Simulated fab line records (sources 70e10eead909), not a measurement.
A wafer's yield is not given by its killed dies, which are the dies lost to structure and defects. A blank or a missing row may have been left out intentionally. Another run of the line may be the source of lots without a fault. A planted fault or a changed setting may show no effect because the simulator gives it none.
fab line records -- flow nandHarc
[record] lots = 24, wafers = 72, lastDay = 34
route steps=1302 shown P_M1@302 P_M2@336 P_BONDPAD@364
lots that met no fault: taken from a fault-free run of the same line
startH: start of the lot's first displayed wafer, in hours after the record's first day -- waitH: hours elapsed since this lot's preceding step -- " the same as in the row above -- L1.1+2: a single row standing in for several wafers -- - value missing, or start not given -- * or withheld: withheld -- < > ~ a bound
route shown NAME@n: names a module that has steps shown in the file, with the first one's number in the route -- usual: mean/standard deviation of fault-free wafers -- same: alike in all rows -- chamber/n: place in a boat -- sites: each site's reading -- _std_site: standard deviation across them -- _edge_site: outer sites' mean less inner sites' -- radiusMm: how far each site lies from the wafer's centre -- mask NAME#n: copy n -- behind: the most recent tool/chamber to have shaped the wafer -- hold: cause of the lot's hold/its duration in hours/its outcome -- device: names the non-switching transistor (n, p or np) -- end of line: tests run on the same wafers once the route is complete -- for a step that has no rows: nothing shown but its recipe -- killed: count of dies lost to structure and defects at first sort (not the wafer's yield) -- map: per-die view of a wafer (x killed, . not killed, _ where there is no die)
set.NAME: the run value of the setting; set.NAME@STEP: its run value at that earlier step -- model.NAME: the simulator's own value behind a step, which no gauge read
a sample of lots followed through the steps of the route, with each step as a table and each wafer as a row
services: a tool's chamber out of use, with start hour (startH, from the record's first day; less than 0 if before it), hours out, and reason
[[steps]]
[step NHARC_P_M1_STRIP_18]
[recipe] powerW = 1000, n2FlowSccm = 150, h2FlowSccm = 150, arFlowSccm = 0, biasW = 0, chemistry = N2/H2
[usual] drypumpMotorCurrentA = 5.4/0.52, oesProductAu = 1.001/0.0076, rfVppV = 90.7/0.86, showerheadPlenumPTorr = 2.03/0.082, throttleValvePct = 14.171/0.0087
lot.wafer,tool,chamber,startH,waitH,drypumpMotorCurrentA,oesProductAu,rfHoursCounterH,rfVppV,showerheadPlenumPTorr,throttleValvePct
L074.3,rieDiel-06,0,124.37,0.1,5.6,1.008,12,90.8,2.02,14.184
L074.1,rieDiel-06,2,124.37,0.1,4.9,1.000,13,91.3,1.95,14.148
L074.5,rieDiel-06,0,124.37,0.1,5.6,1.008,-,91.2,2.03,14.191
L075.1,rieDiel-11,0,139.74,0.1,4.9,1.005,3,92.0,2.12,14.188
L075.2,rieDiel-11,1,139.74,0.1,4.7,0.990,3,90.9,2.13,14.172
L075.4,rieDiel-11,3,139.74,0.1,5.5,1.002,3,91.6,2.02,14.162
L077.1,rieDiel-06,1,155.61,0.1,6.3,1.001,1,89.9,1.89,14.161
L077.5,rieDiel-06,3,155.61,0.1,5.0,1.001,-,90.4,1.97,14.153
L077.6,rieDiel-06,0,155.61,0.1,5.6,1.000,-,90.9,2.02,14.165
L076.4,rieDiel-09,1,158.13,0.1,5.6,1.011,1,91.5,2.08,14.172
L076.1,rieDiel-09,2,158.13,0.1,4.9,0.997,1,90.1,2.11,14.166
L076.5,rieDiel-09,0,158.13,0.1,5.8,1.013,-,90.0,2.00,14.175
L078.3,rieDiel-09,3,167.35,0.1,6.5,1.006,3,91.7,2.15,14.168
L078.6,rieDiel-09,0,167.35,0.1,5.8,0.995,-,90.2,2.00,14.172
L078.5,rieDiel-09,1,167.35,0.1,5.6,0.998,-,90.9,2.08,14.165
L079.2,rieDiel-11,1,180.06,0.1,4.7,1.000,5,90.9,2.13,14.173
L079.1,rieDiel-11,3,180.06,0.1,5.5,1.010,5,89.1,2.02,14.174
L079.6,rieDiel-11,1,180.06,0.1,4.7,1.002,-,90.7,2.13,14.164
L080.3,rieDiel-06,3,185.49,0.1,5.1,0.999,4,89.7,1.97,14.164
L080.5,rieDiel-06,3,185.49,0.1,5.0,1.000,-,90.0,1.97,14.156
L080.6,rieDiel-06,0,185.49,0.1,5.6,0.990,-,91.2,2.02,14.181
L081.3,rieDiel-09,0,190.00,0.1,5.8,0.994,10,90.4,2.00,14.176
L081.4,rieDiel-09,1,190.00,0.1,5.6,0.995,11,90.7,2.08,14.174
L081.5,rieDiel-09,2,190.00,0.1,4.9,0.998,-,91.4,2.10,14.173
L082.3,rieDiel-11,0,210.30,0.1,4.9,1.007,7,90.9,2.12,14.156
L082.1,rieDiel-11,1,210.30,0.1,4.7,1.008,7,90.7,2.12,14.165
L082.2,rieDiel-11,3,210.30,0.1,5.5,1.006,7,90.6,2.02,14.170
L083.1,rieDiel-11,0,211.56,0.1,4.9,1.010,7,92.1,2.12,14.172
L083.6,rieDiel-11,3,211.56,0.1,5.5,1.018,-,90.1,2.02,14.169
L083.5,rieDiel-11,0,211.56,0.1,4.9,1.005,-,91.8,2.12,14.173
L084.3,rieDiel-11,3,228.04,0.1,5.5,1.004,8,91.1,2.02,14.167
L084.4,rieDiel-11,2,228.04,0.1,5.8,1.002,8,89.4,1.92,14.182
L084.6,rieDiel-11,0,228.04,0.1,4.9,1.014,-,92.1,2.12,14.176
L085.2,rieDiel-06,0,241.54,0.1,5.6,0.996,8,91.2,2.02,14.191
L085.4,rieDiel-06,3,241.54,0.1,5.1,1.002,9,91.1,1.96,14.188
L085.6,rieDiel-06,0,241.54,0.1,5.6,0.983,-,90.1,2.02,14.180
L086.4,rieDiel-06,0,249.68,0.1,5.6,0.982,9,90.1,2.02,14.172
L086.1,rieDiel-06,1,249.68,0.1,6.2,0.997,8,89.8,1.89,14.164
L086.2,rieDiel-06,3,249.68,0.1,5.0,0.994,10,91.3,1.96,14.180
L087.1,rieDiel-06,2,273.43,0.1,4.9,0.991,11,89.5,1.94,14.177
L087.5,rieDiel-06,2,273.43,0.1,4.9,0.992,-,89.9,1.94,14.171
L087.6,rieDiel-06,3,273.43,0.1,5.0,0.996,-,90.7,1.96,14.173
L089.2,rieDiel-09,1,274.34,0.1,5.6,1.001,37,91.3,2.07,14.166
L089.1,rieDiel-09,2,274.34,0.1,4.9,0.989,39,91.1,2.09,14.168
L089.6,rieDiel-09,0,274.34,0.1,5.8,1.000,-,89.8,1.99,14.174
L088.1,rieDiel-11,2,275.04,0.1,5.8,1.006,1,89.9,1.92,14.170
L088.6,rieDiel-11,1,275.04,0.1,4.7,1.009,-,91.4,2.12,14.180
L088.5,rieDiel-11,2,275.04,0.1,5.8,1.014,-,90.0,1.92,14.168
L090.2,rieDiel-11,2,288.17,0.1,5.8,1.000,3,89.6,1.92,14.182
L090.4,rieDiel-11,1,288.17,0.1,4.7,1.011,3,91.4,2.12,14.163
L090.6,rieDiel-11,3,288.17,0.1,5.5,1.006,-,91.9,2.02,14.187
L091.1,rieDiel-11,3,297.63,0.1,5.5,0.999,3,90.8,2.02,14.180
L091.4,rieDiel-11,0,297.63,0.1,4.9,1.010,3,91.8,2.12,14.168
L091.2,rieDiel-11,1,297.63,0.1,4.7,1.007,4,91.8,2.12,14.157
L092.4,rieDiel-11,0,304.02,0.1,4.9,1.005,3,91.4,2.12,14.158
L092.3,rieDiel-11,2,304.02,0.1,5.8,1.004,4,89.0,1.92,14.180
L092.5,rieDiel-11,0,304.02,0.1,4.9,1.007,-,90.4,2.12,14.171
L094.4,rieDiel-06,0,319.56,0.1,5.6,0.995,0,90.5,2.02,14.164
L094.2,rieDiel-06,1,319.56,0.1,6.2,1.016,0,89.2,1.89,14.159
L094.3,rieDiel-06,3,319.56,0.1,5.0,0.995,0,90.1,1.96,14.173
L093.3,rieDiel-11,2,320.30,0.1,5.7,1.004,5,90.6,1.92,14.162
L093.2,rieDiel-11,3,320.30,0.1,5.5,0.998,5,90.5,2.02,14.165
L093.5,rieDiel-11,0,320.30,0.1,4.9,1.013,-,93.0,2.12,14.174
L095.3,rieDiel-09,2,331.83,0.1,5.0,0.994,0,90.9,2.09,14.166
L095.2,rieDiel-09,0,331.83,0.1,5.8,0.996,0,90.2,1.98,14.179
L095.1,rieDiel-09,1,331.83,0.1,5.6,0.989,0,91.8,2.06,14.170
L096.2,rieDiel-11,2,344.52,0.1,5.7,0.995,7,90.4,1.92,14.163
L096.1,rieDiel-11,3,344.52,0.1,5.5,1.000,7,89.8,2.02,14.169
L096.5,rieDiel-11,0,344.52,0.1,4.9,1.004,-,90.8,2.12,14.183
L097.2,rieDiel-11,3,358.29,0.1,5.5,0.995,7,89.6,2.02,14.172
L097.6,rieDiel-11,3,358.29,0.1,5.5,1.003,-,90.8,2.02,14.174
L097.4,rieDiel-11,1,358.29,0.1,4.7,1.007,-,92.9,2.12,14.175
[step NHARC_P_M2_ETCH_28]
[recipe] targetDepthA = 300, overEtchFrac = 0.3, timeS = 72.99, ionEnergyEv = 150, cf4FlowSccm = 50, n2FlowSccm = 100, arFlowSccm = 150, rfW = 300, biasW = 100, chemistry = CF4/N2
[usual] drypumpMotorCurrentA = 5.7/0.33, oesProductAu = 1.000/0.0075, rfVppV = 314.9/1.6, showerheadPlenumPTorr = 2.67/0.092, throttleValvePct = 19.793/0.0094
lot.wafer,tool,chamber,startH,waitH,drypumpMotorCurrentA,oesProductAu,rfHoursCounterH,rfVppV,showerheadPlenumPTorr,throttleValvePct
L074.3,rieDiel-10,1,-,-,6.1,0.993,3,312.7,2.55,19.780
L074.1,rieDiel-10,2,-,-,6.1,0.989,3,316.4,2.79,19.813
L074.5,rieDiel-10,0,-,-,5.5,0.996,-,316.5,2.66,19.780
L075.1,rieDiel-10,1,-,-,6.0,0.995,4,314.1,2.55,19.792
L075.4,rieDiel-10,2,-,-,6.1,0.996,3,316.2,2.79,19.783
L075.2,rieDiel-10,3,-,-,5.6,0.995,4,316.5,2.70,19.791
L077.1,rieDiel-12,3,-,-,5.8,1.004,4,314.5,2.64,19.790
L077.5,rieDiel-12,3,-,-,5.8,1.013,-,314.7,2.64,19.785
L077.6,rieDiel-12,1,-,-,5.9,0.997,-,315.1,2.68,19.791
L076.1,rieDiel-10,2,-,-,6.1,1.008,4,316.3,2.79,19.796
L076.4,rieDiel-10,0,-,-,5.5,1.012,6,314.3,2.66,19.790
L076.5,rieDiel-10,2,-,-,6.2,1.007,-,316.5,2.79,19.802
L078.3,rieDiel-12,1,-,-,6.0,0.998,5,314.7,2.68,19.797
L078.6,rieDiel-12,1,-,-,5.9,1.001,-,315.5,2.68,19.810
L078.5,rieDiel-12,2,-,-,5.5,0.986,-,311.5,2.46,19.799
L079.2,rieDiel-10,3,-,-,5.6,0.985,7,316.2,2.70,19.774
L079.1,rieDiel-10,0,-,-,5.5,0.988,7,316.0,2.66,19.790
L079.6,rieDiel-10,3,-,-,5.6,0.987,-,315.7,2.70,19.787
L080.3,rieDiel-13,0,-,-,6.1,0.994,1,315.5,2.65,19.793
L080.6,rieDiel-13,2,-,-,5.1,1.005,-,316.8,2.73,19.812
L080.5,rieDiel-13,3,-,-,5.9,1.012,-,315.2,2.73,19.789
L081.3,rieDiel-13,2,-,-,5.1,1.018,1,316.7,2.73,19.796
L081.4,rieDiel-13,0,-,-,6.1,0.995,1,314.6,2.65,19.784
L081.5,rieDiel-13,2,-,-,5.1,1.012,-,315.5,2.73,19.781
L082.3,rieDiel-13,0,-,-,6.1,0.994,2,314.2,2.65,19.810
L082.2,rieDiel-13,2,-,-,5.1,1.009,2,315.2,2.73,19.811
L082.1,rieDiel-13,3,-,-,5.8,1.006,2,316.3,2.73,19.799
L083.1,rieDiel-13,0,-,-,6.1,1.009,2,314.4,2.65,19.794
L083.6,rieDiel-13,0,-,-,6.2,1.007,-,314.0,2.65,19.796
L083.5,rieDiel-13,2,-,-,5.0,1.005,-,316.6,2.73,19.795
L084.4,rieDiel-13,3,-,-,5.9,1.001,4,315.0,2.73,19.789
L084.3,rieDiel-13,2,-,-,5.1,0.998,4,315.1,2.73,19.804
L084.6,rieDiel-13,3,-,-,5.8,0.998,-,315.9,2.73,19.790
L085.2,rieDiel-12,2,-,-,5.5,1.009,9,311.2,2.46,19.797
L085.4,rieDiel-12,3,-,-,5.9,1.003,9,313.1,2.64,19.802
L085.6,rieDiel-12,0,-,-,5.4,1.003,-,313.8,2.58,19.795
L086.4,rieDiel-12,1,-,-,6.0,1.006,10,315.6,2.68,19.806
L086.1,rieDiel-12,2,-,-,5.5,0.998,10,312.1,2.46,19.791
L086.2,rieDiel-12,3,-,-,5.9,1.012,10,316.4,2.64,19.778
L087.1,rieDiel-10,3,-,-,5.6,0.989,1,316.1,2.70,19.790
L087.6,rieDiel-10,3,-,-,5.6,0.989,-,315.1,2.70,19.787
L087.5,rieDiel-10,0,-,-,5.5,1.002,-,313.7,2.66,19.791
L089.1,rieDiel-13,3,-,-,5.8,0.998,7,315.7,2.73,19.787
L089.2,rieDiel-13,0,-,-,6.1,0.999,7,314.3,2.65,19.787
L089.6,rieDiel-13,3,-,-,5.9,1.001,-,317.2,2.73,19.808
L088.1,rieDiel-13,3,-,-,5.8,0.993,7,315.2,2.73,19.792
L088.5,rieDiel-13,3,-,-,5.8,0.997,-,316.7,2.73,19.800
L088.6,rieDiel-13,0,-,-,6.1,0.992,-,317.0,2.65,19.804
L090.2,rieDiel-12,3,-,-,5.8,0.995,0,314.9,2.64,19.792
L090.4,rieDiel-12,3,-,-,5.8,0.999,-,314.1,2.64,19.799
L090.6,rieDiel-12,0,-,-,5.4,1.007,-,314.8,2.58,19.795
L091.2,rieDiel-13,1,-,-,5.5,0.990,8,317.1,2.81,19.809
L091.4,rieDiel-13,3,-,-,5.8,0.993,8,316.6,2.73,19.785
L091.1,rieDiel-13,0,-,-,6.1,1.007,8,314.1,2.65,19.793
L092.3,rieDiel-12,3,-,-,5.9,1.002,1,313.9,2.64,19.792
L092.4,rieDiel-12,0,-,-,5.4,1.007,-,314.5,2.58,19.793
L092.5,rieDiel-12,3,-,-,5.8,1.011,-,314.1,2.64,19.790
L094.3,rieDiel-10,0,-,-,5.5,0.998,4,314.9,2.66,19.789
L094.4,rieDiel-10,1,-,-,6.0,0.996,4,312.8,2.55,19.780
L094.2,rieDiel-10,2,-,-,6.1,0.998,3,317.0,2.79,19.798
L093.3,rieDiel-13,1,-,-,5.4,1.000,9,316.1,2.81,19.781
L093.2,rieDiel-13,3,-,-,5.8,1.008,10,315.9,2.73,19.792
L093.5,rieDiel-13,1,-,-,5.4,0.999,-,316.6,2.81,19.788
L095.2,rieDiel-13,2,-,-,5.1,0.997,11,317.2,2.73,19.806
L095.3,rieDiel-13,3,-,-,5.8,0.999,11,315.0,2.73,19.806
L095.1,rieDiel-13,1,-,-,5.4,0.981,10,317.1,2.81,19.796
L096.1,rieDiel-10,1,-,-,6.0,0.991,6,314.6,2.54,19.813
L096.2,rieDiel-10,3,-,-,5.6,0.992,6,314.3,2.70,19.789
L096.5,rieDiel-10,0,-,-,5.5,0.998,-,315.1,2.66,19.777
L097.2,rieDiel-12,3,-,-,5.9,0.991,4,314.2,2.64,19.798
L097.6,rieDiel-12,3,-,-,5.8,0.998,-,315.5,2.64,19.800
L097.4,rieDiel-12,0,-,-,5.4,1.005,-,314.0,2.58,19.801
[step NHARC_P_M2_PRE_CLEAN_30]
[recipe] timeS = 30, tempC = 280, gas = H2/He
[usual] heaterPowerW = 443/31
lot.wafer,tool,chamber,startH,waitH,heaterPowerW
L074.3,pvdSputter-02,-,-,-,463
L074.1,pvdSputter-02,-,-,-,400
L074.5,pvdSputter-02,-,-,-,449
L075.1,pvdSputter-03,-,-,-,452
L075.2,pvdSputter-03,-,-,-,452
L075.4,pvdSputter-03,-,-,-,465
L077.1,pvdSputter-02,-,-,-,475
L077.5,pvdSputter-02,-,-,-,401
L077.6,pvdSputter-02,-,-,-,441
L076.1,pvdSputter-02,-,-,-,394
L076.4,pvdSputter-02,-,-,-,462
L076.5,pvdSputter-02,-,-,-,468
L078.3,pvdSputter-02,-,-,-,402
L078.5,pvdSputter-02,-,-,-,403
L078.6,pvdSputter-02,-,-,-,449
L079.2,pvdSputter-02,-,-,-,472
L079.1,pvdSputter-02,-,-,-,398
L079.6,pvdSputter-02,-,-,-,479
L080.3,pvdSputter-01,-,-,-,438
L080.5,pvdSputter-01,-,-,-,463
L080.6,pvdSputter-01,-,-,-,414
L081.3,pvdSputter-01,-,-,-,469
L081.4,pvdSputter-01,-,-,-,419
L081.5,pvdSputter-01,-,-,-,510
L082.3,pvdSputter-01,-,-,-,420
L082.2,pvdSputter-01,-,-,-,404
L082.1,pvdSputter-01,-,-,-,447
L083.1,pvdSputter-02,-,-,-,465
L083.5,pvdSputter-02,-,-,-,440
L083.6,pvdSputter-02,-,-,-,453
L084.3,pvdSputter-02,-,-,-,385
L084.4,pvdSputter-02,-,-,-,445
L084.6,pvdSputter-02,-,-,-,474
L085.2,pvdSputter-03,-,-,-,447
L085.4,pvdSputter-03,-,-,-,448
L085.6,pvdSputter-03,-,-,-,443
L086.2,pvdSputter-02,-,-,-,468
L086.1,pvdSputter-02,-,-,-,475
L086.4,pvdSputter-02,-,-,-,442
L087.1,pvdSputter-03,-,-,-,446
L087.6,pvdSputter-03,-,-,-,457
L087.5,pvdSputter-03,-,-,-,451
L089.1,pvdSputter-02,-,-,-,456
L089.2,pvdSputter-02,-,-,-,468
L089.6,pvdSputter-02,-,-,-,469
L088.1,pvdSputter-03,-,-,-,440
L088.6,pvdSputter-03,-,-,-,450
L088.5,pvdSputter-03,-,-,-,467
L090.2,pvdSputter-03,-,-,-,448
L090.4,pvdSputter-03,-,-,-,461
L090.6,pvdSputter-03,-,-,-,459
L091.4,pvdSputter-01,-,-,-,394
L091.2,pvdSputter-01,-,-,-,462
L091.1,pvdSputter-01,-,-,-,494
L092.4,pvdSputter-01,-,-,-,485
L092.3,pvdSputter-01,-,-,-,396
L092.5,pvdSputter-01,-,-,-,380
L094.3,pvdSputter-02,-,-,-,460
L094.2,pvdSputter-02,-,-,-,459
L094.4,pvdSputter-02,-,-,-,389
L093.3,pvdSputter-02,-,-,-,417
L093.2,pvdSputter-02,-,-,-,458
L093.5,pvdSputter-02,-,-,-,471
L095.2,pvdSputter-01,-,-,-,469
L095.1,pvdSputter-01,-,-,-,425
L095.3,pvdSputter-01,-,-,-,486
L096.2,pvdSputter-02,-,-,-,388
L096.1,pvdSputter-02,-,-,-,471
L096.5,pvdSputter-02,-,-,-,418
L097.4,pvdSputter-01,-,-,-,429
L097.2,pvdSputter-01,-,-,-,381
L097.6,pvdSputter-01,-,-,-,461
[step NHARC_P_M2_THK_MEAS_24]
[recipe] thkMeasGauge = xrf
[usual] thkNm = 144.5/1.2
lot.wafer,tool,chamber,startH,waitH,thkNm
L074.1,filmMetro-02,-,130.62,-,146.1
L074.3,filmMetro-02,-,130.62,-,144.3
L074.5,filmMetro-02,-,130.62,-,144.6
L075.1,filmMetro-01,-,146.29,-,143.7
L075.2,filmMetro-01,-,146.29,-,142.9
L075.4,filmMetro-01,-,146.29,-,144.5
L077.1,filmMetro-02,-,162.05,-,143.8
L077.5,filmMetro-02,-,162.05,-,144.5
L077.6,filmMetro-02,-,162.05,-,143.4
L076.1,filmMetro-01,-,164.46,-,143.3
L076.4,filmMetro-01,-,164.46,-,144.0
L076.5,filmMetro-01,-,164.46,-,143.5
L078.3,filmMetro-01,-,173.51,-,145.0
L078.5,filmMetro-01,-,173.51,-,141.5
L078.6,filmMetro-01,-,173.51,-,144.8
L079.1,filmMetro-01,-,186.30,-,145.1
L079.2,filmMetro-01,-,186.30,-,144.4
L079.6,filmMetro-01,-,186.30,-,145.1
L080.3,filmMetro-02,-,191.69,-,145.1
L080.5,filmMetro-02,-,191.69,-,144.5
L080.6,filmMetro-02,-,191.69,-,143.5
L081.3,filmMetro-01,-,196.17,-,145.4
L081.4,filmMetro-01,-,196.17,-,145.6
L081.5,filmMetro-01,-,196.17,-,143.0
L082.1,filmMetro-02,-,216.72,-,146.4
L082.2,filmMetro-02,-,216.72,-,145.1
L082.3,filmMetro-02,-,216.72,-,145.3
L083.1,filmMetro-01,-,217.87,-,145.0
L083.5,filmMetro-01,-,217.87,-,143.5
L083.6,filmMetro-01,-,217.87,-,144.5
L084.3,filmMetro-01,-,234.38,-,143.7
L084.4,filmMetro-01,-,234.38,-,144.1
L084.6,filmMetro-01,-,234.38,-,142.2
L085.2,filmMetro-02,-,247.88,-,144.8
L085.4,filmMetro-02,-,247.88,-,145.0
L085.6,filmMetro-02,-,247.88,-,143.2
L086.1,filmMetro-01,-,256.08,-,145.2
L086.2,filmMetro-01,-,256.08,-,144.8
L086.4,filmMetro-01,-,256.08,-,143.4
L087.1,filmMetro-01,-,279.53,-,144.7
L087.5,filmMetro-01,-,279.53,-,146.0
L087.6,filmMetro-01,-,279.53,-,147.9
L089.1,filmMetro-01,-,280.47,-,145.9
L089.2,filmMetro-01,-,280.47,-,145.6
L089.6,filmMetro-01,-,280.47,-,144.6
L088.1,filmMetro-01,-,281.44,-,142.8
L088.5,filmMetro-01,-,281.44,-,143.4
L088.6,filmMetro-01,-,281.44,-,142.6
L090.2,filmMetro-02,-,294.47,-,145.4
L090.4,filmMetro-02,-,294.47,-,145.8
L090.6,filmMetro-02,-,294.47,-,144.3
L091.1,filmMetro-02,-,303.76,-,143.7
L091.2,filmMetro-02,-,303.76,-,144.9
L091.4,filmMetro-02,-,303.76,-,143.1
L092.3,filmMetro-02,-,310.18,-,144.5
L092.4,filmMetro-02,-,310.18,-,144.5
L092.5,filmMetro-02,-,310.18,-,141.2
L094.2,filmMetro-02,-,325.62,-,142.3
L094.3,filmMetro-02,-,325.62,-,145.7
L094.4,filmMetro-02,-,325.62,-,144.1
L093.2,filmMetro-02,-,326.43,-,144.8
L093.3,filmMetro-02,-,326.43,-,144.8
L093.5,filmMetro-02,-,326.43,-,146.5
L095.1,filmMetro-01,-,338.18,-,144.3
L095.2,filmMetro-01,-,338.18,-,143.4
L095.3,filmMetro-01,-,338.18,-,140.9
L096.1,filmMetro-01,-,351.38,-,146.6
L096.2,filmMetro-01,-,351.38,-,146.4
L096.5,filmMetro-01,-,351.38,-,143.9
L097.2,filmMetro-01,-,364.65,-,145.0
L097.4,filmMetro-01,-,364.65,-,143.4
L097.6,filmMetro-01,-,364.65,-,143.6
[step NHARC_P_M2_PRE_CLEAN_32]
[recipe] timeS = 12, tempC = 370, rfPowerW = 300, gas = NH3
[usual] heaterPowerW = 635/62
lot.wafer,tool,chamber,startH,waitH,heaterPowerW
L074.1,pecvd-03,2,130.86,0.1,612
L074.3,pecvd-03,0,130.86,0.1,545
L074.5,pecvd-03,0,130.86,0.1,559
L075.1,pecvd-03,1,146.52,0.1,561
L075.2,pecvd-03,0,146.52,0.1,551
L075.4,pecvd-03,0,146.52,0.1,526
L077.1,pecvd-02,0,162.29,0.1,721
L077.5,pecvd-02,2,162.29,0.1,645
L077.6,pecvd-02,0,162.29,0.1,712
L076.1,pecvd-03,0,164.73,0.1,555
L076.4,pecvd-03,2,164.73,0.1,688
L076.5,pecvd-03,1,164.73,0.1,616
L078.3,pecvd-01,1,173.77,0.1,627
L078.6,pecvd-01,0,173.77,0.1,577
L078.5,pecvd-01,2,173.77,0.1,692
L079.2,pecvd-02,0,186.53,0.1,620
L079.1,pecvd-02,2,186.53,0.1,612
L079.6,pecvd-02,2,186.53,0.1,607
L080.3,pecvd-02,2,191.91,0.1,603
L080.6,pecvd-02,2,191.91,0.1,611
L080.5,pecvd-02,0,191.91,0.1,642
L081.3,pecvd-01,0,196.39,0.1,617
L081.4,pecvd-01,0,196.39,0.1,610
L081.5,pecvd-01,1,196.39,0.1,736
L082.2,pecvd-02,2,216.94,0.1,585
L082.1,pecvd-02,0,216.94,0.1,725
L082.3,pecvd-02,1,216.94,0.1,627
L083.1,pecvd-01,1,218.12,0.1,709
L083.5,pecvd-01,0,218.12,0.1,609
L083.6,pecvd-01,1,218.12,0.1,699
L084.3,pecvd-03,0,234.63,0.1,545
L084.4,pecvd-03,1,234.63,0.1,699
L084.6,pecvd-03,2,234.63,0.1,637
L085.2,pecvd-03,0,248.10,0.1,532
L085.4,pecvd-03,0,248.10,0.1,536
L085.6,pecvd-03,2,248.10,0.1,749
L086.1,pecvd-01,0,256.31,0.1,586
L086.2,pecvd-01,2,256.31,0.1,671
L086.4,pecvd-01,1,256.31,0.1,728
L087.1,pecvd-03,0,279.79,0.1,509
L087.5,pecvd-03,1,279.79,0.1,607
L087.6,pecvd-03,0,279.79,0.1,514
L089.2,pecvd-03,1,280.74,0.1,685
L089.1,pecvd-03,2,280.74,0.1,661
L089.6,pecvd-03,0,280.74,0.1,579
L088.1,pecvd-02,2,281.68,0.1,583
L088.6,pecvd-02,1,281.68,0.1,525
L088.5,pecvd-02,2,281.68,0.1,565
L090.2,pecvd-01,2,294.72,0.1,632
L090.4,pecvd-01,1,294.72,0.1,745
L090.6,pecvd-01,2,294.72,0.1,626
L091.2,pecvd-03,2,304.19,0.3,712
L091.1,pecvd-03,0,304.19,0.3,576
L091.4,pecvd-03,2,304.19,0.3,708
L092.3,pecvd-03,0,310.40,0.1,581
L092.4,pecvd-03,1,310.40,0.1,668
L092.5,pecvd-03,2,310.40,0.1,721
L094.3,pecvd-02,2,325.84,0.1,619
L094.2,pecvd-02,1,325.84,0.1,553
L094.4,pecvd-02,1,325.84,0.1,535
L093.3,pecvd-03,2,326.66,0.1,720
L093.2,pecvd-03,0,326.66,0.1,584
L093.5,pecvd-03,0,326.66,0.1,579
L095.2,pecvd-02,2,338.41,0.1,599
L095.1,pecvd-02,0,338.41,0.1,696
L095.3,pecvd-02,1,338.41,0.1,630
L096.1,pecvd-02,2,351.60,0.1,583
L096.2,pecvd-02,1,351.60,0.1,638
L096.5,pecvd-02,2,351.60,0.1,587
L097.2,pecvd-01,0,364.90,0.1,610
L097.6,pecvd-01,0,364.90,0.1,615
L097.4,pecvd-01,1,364.90,0.1,686
[step NHARC_P_BONDPAD_CD_MEAS_09]
[recipe] targetCdNm = 500, landingEnergyEv = 500
[usual] cdNm = 499.5/1.5
lot.wafer,tool,chamber,startH,waitH,cdNm
L074.1,cdSem-02,0,132.41,-,501.8
L074.3,cdSem-02,0,132.41,-,500.1
L074.5,cdSem-02,0,132.41,-,501.3
L075.1,cdSem-03,0,148.43,-,498.9
L075.2,cdSem-03,0,148.43,-,498.1
L075.4,cdSem-03,0,148.43,-,496.7
L077.1,cdSem-01,0,164.13,-,496.1
L077.5,cdSem-01,0,164.13,-,499.1
L077.6,cdSem-01,0,164.13,-,497.8
L076.1,cdSem-01,0,166.30,-,500.6
L076.4,cdSem-01,0,166.30,-,498.8
L076.5,cdSem-01,0,166.30,-,499.5
L078.3,cdSem-02,0,175.47,-,497.8
L078.5,cdSem-02,0,175.47,-,500.6
L078.6,cdSem-02,0,175.47,-,499.1
L079.1,cdSem-02,0,188.13,-,502.3
L079.2,cdSem-02,0,188.13,-,502.1
L079.6,cdSem-02,0,188.13,-,500.9
L080.3,cdSem-01,0,193.49,-,497.1
L080.5,cdSem-01,0,193.49,-,498.7
L080.6,cdSem-01,0,193.49,-,497.6
L081.3,cdSem-03,0,198.17,-,502.0
L081.4,cdSem-03,0,198.17,-,500.3
L081.5,cdSem-03,0,198.17,-,501.9
L082.1,cdSem-03,0,218.66,-,500.2
L082.2,cdSem-03,0,218.66,-,500.9
L082.3,cdSem-03,0,218.66,-,500.7
L083.1,cdSem-03,0,219.81,-,499.2
L083.5,cdSem-03,0,219.81,-,499.0
L083.6,cdSem-03,0,219.81,-,498.7
L084.3,cdSem-03,0,236.42,-,499.5
L084.4,cdSem-03,0,236.42,-,496.6
L084.6,cdSem-03,0,236.42,-,499.2
L085.2,cdSem-03,0,249.81,-,499.8
L085.4,cdSem-03,0,249.81,-,499.3
L085.6,cdSem-03,0,249.81,-,498.5
L086.1,cdSem-02,0,258.03,-,498.7
L086.2,cdSem-02,0,258.03,-,499.5
L086.4,cdSem-02,0,258.03,-,500.4
L087.1,cdSem-02,0,281.45,-,501.1
L087.5,cdSem-02,0,281.45,-,502.8
L087.6,cdSem-02,0,281.45,-,501.0
L089.1,cdSem-03,0,282.32,-,497.4
L089.2,cdSem-03,0,282.32,-,497.5
L089.6,cdSem-03,0,282.32,-,498.1
L088.1,cdSem-01,0,283.30,-,502.3
L088.5,cdSem-01,0,283.30,-,500.5
L088.6,cdSem-01,0,283.30,-,500.3
L090.2,cdSem-02,0,296.41,-,498.4
L090.4,cdSem-02,0,296.41,-,499.6
L090.6,cdSem-02,0,296.41,-,499.1
L091.1,cdSem-03,0,305.76,-,496.7
L091.2,cdSem-03,0,305.76,-,497.3
L091.4,cdSem-03,0,305.76,-,498.0
L092.3,cdSem-02,0,312.13,-,499.4
L092.4,cdSem-02,0,312.13,-,499.4
L092.5,cdSem-02,0,312.13,-,499.3
L094.2,cdSem-03,0,327.56,-,500.1
L094.3,cdSem-03,0,327.56,-,497.8
L094.4,cdSem-03,0,327.56,-,500.1
L093.2,cdSem-02,0,328.49,-,498.7
L093.3,cdSem-02,0,328.49,-,498.9
L093.5,cdSem-02,0,328.49,-,498.4
L095.1,cdSem-03,0,340.13,-,499.6
L095.2,cdSem-03,0,340.13,-,499.3
L095.3,cdSem-03,0,340.13,-,501.6
L096.1,cdSem-03,0,353.19,-,500.5
L096.2,cdSem-03,0,353.19,-,502.2
L096.5,cdSem-03,0,353.19,-,500.6
L097.2,cdSem-01,0,366.63,-,501.4
L097.4,cdSem-01,0,366.63,-,500.5
L097.6,cdSem-01,0,366.63,-,500.3
[[services]]
tool,chamber,startH,hours,kind
rieDiel-06,0,104.78,6.2,repair
pvdSputter-02,-,108.52,10.0,pm
rieDiel-12,0,109.00,112.7,repair
rieDiel-13,3,114.74,10.1,repair
rieDiel-06,2,118.14,4.9,repair
rieDiel-06,-,130.20,9.0,pm
rieDiel-10,2,132.29,2.6,repair
pecvd-03,2,145.28,17.6,repair
rieDiel-06,1,146.76,2.1,repair
rieDiel-13,-,165.05,9.0,pm
pecvd-02,-,180.38,2.6,repair
pecvd-03,-,185.00,13.0,pm
rieDiel-11,2,209.29,5.0,repair
rieDiel-13,1,211.78,4.5,repair
rieDiel-13,-,224.48,1.4,repair
rieDiel-11,-,226.63,0.5,repair
pecvd-02,-,227.00,13.0,pm
rieDiel-11,-,255.50,9.0,pm
pecvd-03,1,260.06,2.0,repair
pvdSputter-02,-,286.53,10.0,pm
rieDiel-11,1,304.75,4.0,repair
rieDiel-11,1,319.03,32.4,repair
rieDiel-13,-,342.05,9.0,pm
rieDiel-11,0,356.24,16.3,repair
[[key]]
fault none
